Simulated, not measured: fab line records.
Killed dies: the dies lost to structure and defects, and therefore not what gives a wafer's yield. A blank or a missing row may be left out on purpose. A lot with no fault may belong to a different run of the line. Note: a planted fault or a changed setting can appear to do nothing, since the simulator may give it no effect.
fab line records	flow n5-finfet
[record] lots = 6	wafers = 18	last-day = 17
route steps=1938 shown BEOL_M7@1297
lots with no fault: from the same line, run without faults
start-h: the number of hours between the record's first day and the start of the first shown wafer of the lot	wait-h: hours from the lot's prior step to this one	" same as the row above	L1.1+2: several wafers, shown together as one row	- no value present, or no start provided	* or withheld: withheld	< > ~ a bound
route shown NAME@n: NAME is a module with steps in the file, n the number in the route of the first one	usual: the fault-free wafers' mean and standard deviation	same: alike in all rows	chamber/n: place in a boat	sites: readings site by site	_std_site: the standard deviation of these	_edge_site: outer sites' mean less inner sites'	radius-mm: for every site, how far away it sits from the centre of the wafer	mask NAME#n: copy n	behind: the most recent tool/chamber to have shaped the wafer	hold: cause of the lot's hold/its duration in hours/its outcome	device: which transistor (n, p or np) failed to switch	end of line: the same wafers' tests at the end of the route	for a step that has no rows: nothing shown but its recipe	killed: count of dies lost to structure and defects at first sort (not the wafer's yield)	map: dies across one wafer; x = killed, . = not, _ = none there
set.NAME: the setting that was run; set.NAME@STEP: the one run at that earlier step	model.NAME: the simulator's own value behind a step, which no gauge read
certain route steps with their lots: each step a table, each wafer a row
services: from which hour (start-h, from the record's first day; less than 0 if before it) a tool's chamber was out of use, for how many hours, and why
[[steps]]
[step N5_BEOL_M7_OVL_MEAS_29]
[recipe] points-per-wafer = 522
[usual] V6_OVL = 0.2/0.81
[same] points-per-wafer = 522
lot.wafer	tool	chamber	start-h	wait-h	V6_OVL[nm]
L699.1	overlay-02	0	204.82	0.0	-0.4
L699.2	"	0	"	"	0.6
L699.3	"	0	"	"	-0.1
L708.2	overlay-02	0	268.72	0.0	0.0
L708.5	"	0	"	"	0.0
L708.6	"	0	"	"	0.1
L709.1	overlay-02	0	271.02	0.0	0.1
L709.3	"	0	"	"	-1.0
L709.5	"	0	"	"	-0.6
L715.1	overlay-02	0	305.45	0.0	0.8
L715.2	"	0	"	"	1.2
L715.6	"	0	"	"	1.6
L716.4	overlay-02	0	312.79	0.0	-0.2
L716.5	"	0	"	"	-0.6
L716.6	"	0	"	"	0.1
L722.1	overlay-01	0	338.67	0.0	0.3
L722.3	"	0	"	"	-0.6
L722.6	"	0	"	"	-0.8
[step N5_BEOL_M7_INSPECT_30]
[recipe] mode = adi	inspect-instrument = brightfield
[usual] raw-defect-count = 387/110
lot.wafer	tool	chamber	start-h	wait-h	raw-defect-count
L699.1	defect-inspect-02	-	204.88	0.1	356
L699.2	"	-	"	"	332
L699.3	"	-	"	"	483
L708.2	defect-inspect-02	-	268.77	0.0	293
L708.5	"	-	"	"	314
L708.6	"	-	"	"	417
L709.1	defect-inspect-02	-	271.07	0.1	297
L709.3	"	-	"	"	389
L709.5	"	-	"	"	363
L715.1	defect-inspect-01	-	305.51	0.1	307
L715.2	"	-	"	"	374
L715.6	"	-	"	"	431
L716.4	defect-inspect-02	-	312.83	0.0	396
L716.5	"	-	"	"	217
L716.6	"	-	"	"	279
L722.1	defect-inspect-02	-	338.73	0.1	291
L722.3	"	-	"	"	391
L722.6	"	-	"	"	359
[step N5_BEOL_M7_DESCUM_33]
[recipe] chemistry = O2	time-s = 7	source-power-w = 50	bias-power-w = 20	pressure-mtorr = 20	rf-frequency-hz = 2.712e+07	temp-c = 40	resist = CAR-EUV	o2-flow-sccm = 225
[usual] chamber-pressure-mTorr = 20.002/0.018	drypump-motor-current-A = 5.8/0.35	oes-product-au = 0.80/0.1	rf-vpp-V = 243.2/1.1	showerhead-plenum-p-Torr = 2.10/0.051	throttle-valve-pct = 20.32/0.2
lot.wafer	tool	chamber	start-h	wait-h	chamber-pressure-mTorr	drypump-motor-current-A	oes-product-au	rf-hours-counter-h	rf-vpp-V	showerhead-plenum-p-Torr	throttle-valve-pct
L699.1	rie-diel-05	1	204.91	0.0	20.003	5.2	0.75	150	243.7	2.10	20.25
L699.2	"	0	"	"	19.968	5.4	0.90	29	245.0	2.23	20.38
L699.3	"	3	"	"	19.989	5.6	0.68	218	243.3	2.08	20.58
L708.2	rie-diel-05	1	268.80	0.0	20.014	5.2	0.72	171	243.1	2.10	20.28
L708.5	"	2	"	"	20.002	5.9	0.70	-	241.5	2.07	20.51
L708.6	"	3	"	"	20.011	5.6	0.66	-	242.6	2.08	20.59
L709.1	rie-diel-05	2	271.65	0.6	19.971	5.9	0.70	239	242.2	2.07	20.50
L709.3	"	0	"	"	19.981	5.4	0.85	50	244.7	2.23	20.43
L709.5	"	2	"	"	20.009	5.8	0.70	-	242.2	2.07	20.51
L715.1	rie-diel-04	2	305.79	0.3	19.982	6.2	0.82	71	241.9	2.05	19.99
L715.2	"	3	"	"	19.984	5.9	0.88	35	243.2	2.12	20.18
L715.6	"	1	"	"	19.987	6.3	0.97	-	244.5	2.14	20.26
L716.4	rie-diel-04	2	313.01	0.2	20.032	6.2	0.82	73	241.9	2.05	20.01
L716.5	"	1	"	"	19.977	6.3	0.97	-	243.8	2.14	20.26
L716.6	"	2	"	"	20.029	6.2	0.82	-	242.3	2.05	20.01
L722.1	rie-diel-04	2	338.76	0.0	20.015	6.2	0.81	81	242.7	2.04	20.00
L722.3	"	0	"	"	19.974	5.6	0.88	40	243.3	2.13	20.22
L722.6	"	1	"	"	19.989	6.3	0.94	-	245.3	2.14	20.28
[step N5_BEOL_M7_ETCH_72]
[recipe] chemistry = N2/H2	target = underlayer	target-depth-a = 65	mask-material = CAR-EUV	time-s = 5.2	ion-energy-ev = 200	pressure-mtorr = 30	source-w = 840	bias-w = 150	n2-flow-sccm = 200	h2-flow-sccm = 200	ends = cleared
[usual] chamber-pressure-mTorr = 30.00/0.043	drypump-motor-current-A = 5.8/0.35	etch-rf-on-time-s = 5.22/0.15	oes-product-au = 0.68/0.087	rf-fwd-power-W = 819.2/2.5	rf-vpp-V = 524.0/2.2	showerhead-plenum-p-Torr = 2.55/0.065	throttle-valve-pct = 17.74/0.17
lot.wafer	tool	chamber	start-h	wait-h	chamber-pressure-mTorr	drypump-motor-current-A	etch-rf-on-time-s	oes-product-au	rf-fwd-power-W	rf-hours-counter-h	rf-vpp-V	showerhead-plenum-p-Torr	throttle-valve-pct
L699.1	rie-diel-05	1	204.95	0.0	30.03	5.2	5.20	0.65	819.2	151	523.4	2.55	17.60
L699.2	"	0	"	"	29.99	5.4	5.25	0.76	821.1	29	526.6	2.71	17.69
L699.3	"	3	"	"	29.99	5.6	5.47	0.57	821.9	218	520.9	2.51	17.89
L708.2	rie-diel-05	1	268.84	0.0	30.02	5.2	5.16	0.64	821.1	171	524.4	2.54	17.67
L708.5	"	2	"	"	29.94	5.9	5.31	0.59	818.1	-	521.8	2.51	17.92
L708.6	"	3	"	"	30.00	5.6	5.51	0.55	817.3	-	520.7	2.51	17.89
L709.1	rie-diel-05	2	271.69	0.0	30.05	5.9	5.28	0.59	820.4	239	524.7	2.51	17.92
L709.3	"	0	"	"	30.01	5.4	5.21	0.73	816.8	50	531.9	2.70	17.73
L709.5	"	2	"	"	30.03	5.9	5.30	0.60	820.6	-	522.7	2.51	17.91
L715.1	rie-diel-04	2	305.83	0.0	30.00	6.2	5.00	0.71	823.1	71	522.9	2.48	17.43
L715.2	"	3	"	"	29.97	5.9	5.26	0.74	814.5	35	524.6	2.60	17.75
L715.6	"	1	"	"	30.04	6.3	4.94	0.85	818.1	-	523.7	2.59	17.59
L716.4	rie-diel-04	2	313.05	0.0	30.00	6.2	5.10	0.70	820.0	73	520.7	2.47	17.44
L716.5	"	1	"	"	30.00	6.3	4.98	0.82	815.8	-	527.4	2.59	17.59
L716.6	"	2	"	"	30.04	6.2	5.01	0.71	819.4	-	520.0	2.47	17.44
L722.1	rie-diel-04	2	338.79	0.0	30.01	6.2	4.98	0.70	815.9	81	523.1	2.47	17.45
L722.3	"	0	"	"	30.00	5.7	5.21	0.76	820.6	40	525.0	2.60	17.69
L722.6	"	1	"	"	29.99	6.3	4.85	0.82	823.3	-	525.6	2.59	17.62
[step N5_BEOL_M7_ETCH_65]
[recipe] chemistry = CF4	target = SiARC	target-depth-a = 156	mask-material = CAR-EUV	time-s = 26	ion-energy-ev = 80	pressure-mtorr = 40	source-w = 545	bias-w = 36	Ar_flow_sccm = 100	cf4-flow-sccm = 100	ends = cleared
[step N5_BEOL_M7_ETCH_66]
[recipe] chemistry = N2/H2	target = SOC	target-depth-a = 800	overetch-a = 160	mask-material = SiARC	temp-c = 40	time-s = 120	ion-energy-ev = 200	pressure-mtorr = 30	source-w = 840	bias-w = 150	n2-flow-sccm = 200	h2-flow-sccm = 200
[usual] chamber-pressure-mTorr = 30.003/0.027	drypump-motor-current-A = 5.8/0.34	oes-product-au = 0.62/0.074	rf-fwd-power-W = 835.8/2.8	rf-vpp-V = 523.8/1.9	showerhead-plenum-p-Torr = 2.55/0.064	throttle-valve-pct = 17.70/0.17
lot.wafer	tool	chamber	start-h	wait-h	chamber-pressure-mTorr	drypump-motor-current-A	oes-product-au	rf-fwd-power-W	rf-hours-counter-h	rf-vpp-V	showerhead-plenum-p-Torr	throttle-valve-pct
L699.1	rie-diel-05	1	204.99	0.0	30.039	5.2	0.58	835.0	151	523.1	2.55	17.60
L699.2	"	0	"	"	30.011	5.4	0.68	831.4	29	527.6	2.71	17.66
L699.3	"	3	"	"	29.980	5.6	0.53	839.9	218	523.7	2.51	17.82
L708.2	rie-diel-05	1	268.88	0.0	29.996	5.2	0.57	839.3	171	521.5	2.54	17.63
L708.5	"	2	"	"	30.026	5.9	0.54	835.7	-	523.3	2.51	17.89
L708.6	"	3	"	"	30.002	5.6	0.52	837.1	-	522.4	2.51	17.87
L709.1	rie-diel-05	2	271.73	0.0	30.035	5.9	0.54	837.1	239	521.8	2.51	17.89
L709.3	"	0	"	"	30.015	5.4	0.66	829.4	50	527.0	2.70	17.70
L709.5	"	2	"	"	30.017	5.8	0.54	830.4	-	523.6	2.51	17.86
L715.1	rie-diel-04	2	305.87	0.0	29.995	6.2	0.62	836.5	71	521.3	2.48	17.39
L715.2	"	3	"	"	30.001	5.9	0.67	839.0	35	526.4	2.60	17.72
L715.6	"	1	"	"	29.990	6.3	0.73	839.7	-	526.2	2.59	17.54
L716.4	rie-diel-04	2	313.09	0.0	29.994	6.2	0.62	836.9	73	522.7	2.47	17.38
L716.5	"	1	"	"	29.982	6.3	0.72	834.4	-	527.1	2.59	17.55
L716.6	"	2	"	"	29.965	6.2	0.62	835.9	-	519.9	2.47	17.38
L722.1	rie-diel-04	2	338.84	0.0	30.042	6.2	0.62	834.8	81	520.1	2.47	17.40
L722.3	"	0	"	"	30.017	5.6	0.68	838.6	40	525.2	2.60	17.66
L722.6	"	1	"	"	30.000	6.3	0.71	841.6	-	525.7	2.59	17.55
[step N5_BEOL_M7_STRIP_69]
[recipe] chemistry = N2/H2	temp-c = 40	n2-flow-sccm = 200	h2-flow-sccm = 200	rf-frequency-hz = 6e+07
[step N5_BEOL_M7_STRIP_73]
[recipe] chemistry = N2/H2	temp-c = 40	n2-flow-sccm = 200	h2-flow-sccm = 200	rf-frequency-hz = 6e+07
[step N5_BEOL_M7_VIA_ETCH_34]
[recipe] chemistry = C4F6/O2	target = SiCOH_lowk	target-depth-a = 1255	mask-material = SOC	taper-deg = 4	time-s = 50.5	ion-energy-ev = 250	pressure-mtorr = 30	source-w = 345	bias-w = 185	Ar_flow_sccm = 300	C4F6_flow_sccm = 10	O2_flow_sccm = 10
[step N5_BEOL_M7_STRIP_76]
[recipe] chemistry = C4F6/O2	resist = SiARC	rf-frequency-hz = 6e+07
[step N5_BEOL_M7_STRIP_36]
[recipe] chemistry = N2/H2	power-w = 450	temp-c = 40	pressure-mtorr = 20	rf-frequency-hz = 6e+07	overash-fraction = 0.3	bias-power-w = 7	h2-frac = 0.5	n2-flow-sccm = 200	h2-flow-sccm = 200
[step N5_BEOL_M7_TRENCH_ETCH_37]
[recipe] chemistry = C4F6/O2	target-depth-a = 934.78	target = SiCOH_lowk	time-s = 31.2	ion-energy-ev = 250	pressure-mtorr = 30	source-w = 345	bias-w = 185	Ar_flow_sccm = 300	C4F6_flow_sccm = 10	O2_flow_sccm = 10
[usual] chamber-pressure-mTorr = 30.000/0.025	drypump-motor-current-A = 5.8/0.34	oes_f_703_au = 0.80/0.096	oes-product-au = 0.80/0.1	rf-fwd-power-W = 341.0/1.4	rf-vpp-V = 664/14	showerhead-plenum-p-Torr = 2.85/0.079	throttle-valve-pct = 20.82/0.25
lot.wafer	tool	chamber	start-h	wait-h	chamber-pressure-mTorr	drypump-motor-current-A	oes_f_703_au	oes-product-au	rf-fwd-power-W	rf-hours-counter-h	rf-vpp-V	showerhead-plenum-p-Torr	throttle-valve-pct
L699.1	rie-diel-05	1	-	-	29.975	5.2	0.78	0.75	338.6	151	654	2.85	20.67
L699.2	"	0	"	"	30.004	5.4	0.92	0.90	340.0	29	659	3.05	20.99
L699.3	"	3	"	"	29.982	5.6	0.66	0.68	343.4	218	660	2.84	21.12
L708.2	rie-diel-05	1	-	-	29.997	5.2	0.76	0.73	341.5	171	654	2.84	20.69
L708.5	"	2	"	"	29.989	5.9	0.70	0.69	341.4	-	648	2.82	20.99
L708.6	"	3	"	"	30.048	5.6	0.64	0.66	342.5	-	660	2.83	21.15
L709.1	rie-diel-05	2	-	-	29.987	5.9	0.70	0.70	340.7	240	650	2.82	20.99
L709.3	"	0	"	"	30.051	5.4	0.88	0.86	338.3	50	658	3.04	21.01
L709.5	"	2	"	"	30.037	5.9	0.69	0.70	340.6	-	650	2.81	21.00
L715.1	rie-diel-04	2	-	-	29.995	6.2	0.82	0.83	342.9	71	670	2.75	20.32
L715.2	"	3	"	"	30.022	5.9	0.85	0.88	341.5	35	670	2.91	20.84
L715.6	"	1	"	"	30.009	6.3	0.97	0.99	340.4	-	687	2.91	20.76
L716.4	rie-diel-04	2	-	-	29.987	6.2	0.82	0.83	342.4	73	672	2.75	20.33
L716.5	"	1	"	"	29.975	6.3	0.95	0.97	339.3	-	686	2.90	20.78
L716.6	"	2	"	"	29.980	6.2	0.82	0.82	341.2	-	670	2.75	20.31
L722.1	rie-diel-04	2	-	-	30.039	6.2	0.81	0.82	341.3	81	671	2.75	20.33
L722.3	"	0	"	"	30.005	5.7	0.87	0.88	339.6	40	643	2.91	20.81
L722.6	"	1	"	"	29.969	6.3	0.93	0.95	340.4	-	687	2.90	20.77
[step N5_BEOL_M7_ETCH_41]
[recipe] chemistry = CH3F/O2	target = SiCN	target-depth-a = 319	taper-deg = 2	time-s = 57.8	ion-energy-ev = 120	mask-material = TiN	pressure-mtorr = 30	source-w = 395	bias-w = 75	Ar_flow_sccm = 150	CH3F_flow_sccm = 30	O2_flow_sccm = 20
[usual] chamber-pressure-mTorr = 29.999/0.027	drypump-motor-current-A = 5.7/0.35	oes-product-au = 0.80/0.1	rf-fwd-power-W = 391.8/1.4	rf-vpp-V = 297.4/1.4	showerhead-plenum-p-Torr = 2.00/0.057	throttle-valve-pct = 16.22/0.24
lot.wafer	tool	chamber	start-h	wait-h	chamber-pressure-mTorr	drypump-motor-current-A	oes-product-au	rf-fwd-power-W	rf-hours-counter-h	rf-vpp-V	showerhead-plenum-p-Torr	throttle-valve-pct	model.etch.depth-nm
L699.1	rie-diel-05	1	205.22	-	29.991	5.2	0.75	390.9	151	298.2	2.00	16.08	21.93
L699.2	"	0	"	"	30.002	5.4	0.89	389.9	29	300.2	2.15	16.27	21.94
L699.3	"	3	"	"	29.972	5.6	0.68	392.3	218	297.7	2.00	16.53	21.41
L708.2	rie-diel-05	1	269.11	-	30.027	5.2	0.68	295.3	171	324.6	1.99	16.13	19.54
L708.5	"	2	"	"	29.997	5.9	0.65	297.3	-	324.3	1.98	16.44	19.36
L708.6	"	3	"	"	30.039	5.6	0.63	299.2	-	325.5	1.99	16.56	19.03
L709.1	rie-diel-05	2	271.96	-	30.013	5.9	0.66	295.6	240	325.1	1.98	16.44	19.6
L709.3	"	0	"	"	30.006	5.4	0.81	295.9	50	329.0	2.14	16.33	19.69
L709.5	"	2	"	"	30.035	5.8	0.66	296.2	-	324.2	1.98	16.44	19.53
L715.1	rie-diel-04	2	306.10	-	30.005	6.2	0.83	391.4	71	296.6	1.93	15.79	22.43
L715.2	"	3	"	"	30.030	5.9	0.88	393.8	35	299.4	2.04	16.19	21.91
L715.6	"	1	"	"	30.013	6.3	0.99	390.0	-	297.6	2.04	16.09	23.08
L716.4	rie-diel-04	2	313.32	-	30.004	6.2	0.83	393.9	73	296.7	1.93	15.80	22.35
L716.5	"	1	"	"	29.956	6.3	0.97	390.9	-	298.3	2.04	16.08	22.85
L716.6	"	2	"	"	30.021	6.2	0.82	392.3	-	294.7	1.93	15.78	22.37
L722.1	rie-diel-04	2	339.06	-	29.964	6.2	0.82	393.8	81	295.3	1.93	15.80	22.54
L722.3	"	0	"	"	29.965	5.7	0.89	392.0	40	297.8	2.05	16.14	22.1
L722.6	"	1	"	"	29.993	6.3	0.96	391.7	-	297.6	2.04	16.12	23.08
[step N5_BEOL_M7_STRIP_80]
[recipe] chemistry = N2/H2	time-s = 10	power-w = 450	temp-c = 40	pressure-mtorr = 20	rf-frequency-hz = 6e+07	bias-power-w = 7	n2-flow-sccm = 200	h2-flow-sccm = 200
[usual] chamber-pressure-mTorr = 19.999/0.017	drypump-motor-current-A = 5.8/0.34	oes-product-au = 0.80/0.1	rf-vpp-V = 59.1/0.85	showerhead-plenum-p-Torr = 2.54/0.065	throttle-valve-pct = 23.49/0.15
lot.wafer	tool	chamber	start-h	wait-h	chamber-pressure-mTorr	drypump-motor-current-A	oes-product-au	rf-hours-counter-h	rf-vpp-V	showerhead-plenum-p-Torr	throttle-valve-pct
L699.1	rie-diel-05	1	-	-	20.009	5.2	0.75	151	59.1	2.54	23.39
L699.2	"	0	"	"	19.981	5.4	0.89	29	60.7	2.70	23.48
L699.3	"	3	"	"	19.994	5.6	0.68	218	59.0	2.51	23.47
L708.2	rie-diel-05	1	-	-	20.003	5.2	0.73	171	58.6	2.53	23.42
L708.5	"	2	"	"	19.994	5.9	0.71	-	58.9	2.50	23.58
L708.6	"	3	"	"	20.031	5.6	0.67	-	60.0	2.50	23.49
L709.1	rie-diel-05	2	-	-	19.988	5.9	0.70	240	58.9	2.50	23.58
L709.3	"	0	"	"	19.997	5.4	0.86	50	59.5	2.69	23.51
L709.5	"	2	"	"	20.013	5.9	0.70	-	58.3	2.50	23.58
L715.1	rie-diel-04	2	-	-	20.005	6.2	0.83	71	59.0	2.47	23.18
L715.2	"	3	"	"	19.972	5.9	0.87	35	60.8	2.59	23.61
L715.6	"	1	"	"	19.987	6.3	0.98	-	58.5	2.59	23.32
L716.4	rie-diel-04	2	-	-	19.991	6.2	0.81	73	59.5	2.47	23.18
L716.5	"	1	"	"	19.984	6.3	0.96	-	58.8	2.59	23.34
L716.6	"	2	"	"	20.009	6.2	0.82	-	59.0	2.47	23.18
L722.1	rie-diel-04	2	-	-	20.010	6.2	0.81	81	58.2	2.47	23.21
L722.3	"	0	"	"	19.982	5.7	0.88	40	59.8	2.60	23.54
L722.6	"	1	"	"	19.986	6.3	0.95	-	59.9	2.58	23.36
[[services]]
tool	chamber	start-h	hours	kind
rie-diel-04	3	184.80	-	clean
rie-diel-04	3	184.80	-	consumable-replace:focus-ring
rie-diel-04	3	184.80	21.8	scheduled-down
rie-diel-04	3	184.80	21.8	vent-cycle
rie-diel-05	3	190.29	7.9	repair
rie-diel-04	0	206.61	-	clean
rie-diel-04	0	206.61	-	consumable-replace:focus-ring
rie-diel-04	0	206.61	19.9	scheduled-down
rie-diel-04	0	206.61	19.9	vent-cycle
rie-diel-04	1	253.83	13.9	repair
rie-diel-04	1	274.71	-	clean
rie-diel-04	1	274.71	-	consumable-replace:focus-ring
rie-diel-04	1	274.71	15.4	scheduled-down
rie-diel-04	1	274.71	15.4	vent-cycle
rie-diel-04	3	287.19	4.6	repair
rie-diel-05	-	295.90	14.6	pm
rie-diel-05	2	318.19	-	clean
rie-diel-05	2	318.19	-	consumable-replace:focus-ring
rie-diel-05	2	318.19	28.1	scheduled-down
rie-diel-05	2	318.19	28.1	vent-cycle
[[key]]
[first-sign] step = N5_BEOL_M7_ETCH_41	reading = rf-fwd-power-W	direction = down	sigmas = 66	usual = *	struck = *
[effect] step = N5_BEOL_M7_ETCH_41	reading = rf-vpp-V	direction = up	sigmas = 20	usual = 297.4	struck = 325.5
[model-effect] step = N5_BEOL_M7_ETCH_41	value = etch.depth-nm	without = 21.57	struck = 19.46
met-at N5_BEOL_M7_ETCH_41
struck-wafers L708.2,L708.5,L708.6,L709.1,L709.3,L709.5
onset-between 205.22 269.11
[fault] kind = process-parameter-drift	tool = rie-diel-05	chamber = -	onset-h = 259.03	steps = N5_BEOL_M7_ETCH_41	channel = source-w	offset = -94.8	shape = step	end-h = 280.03	acts-in = these-recipes-only	stated = 395
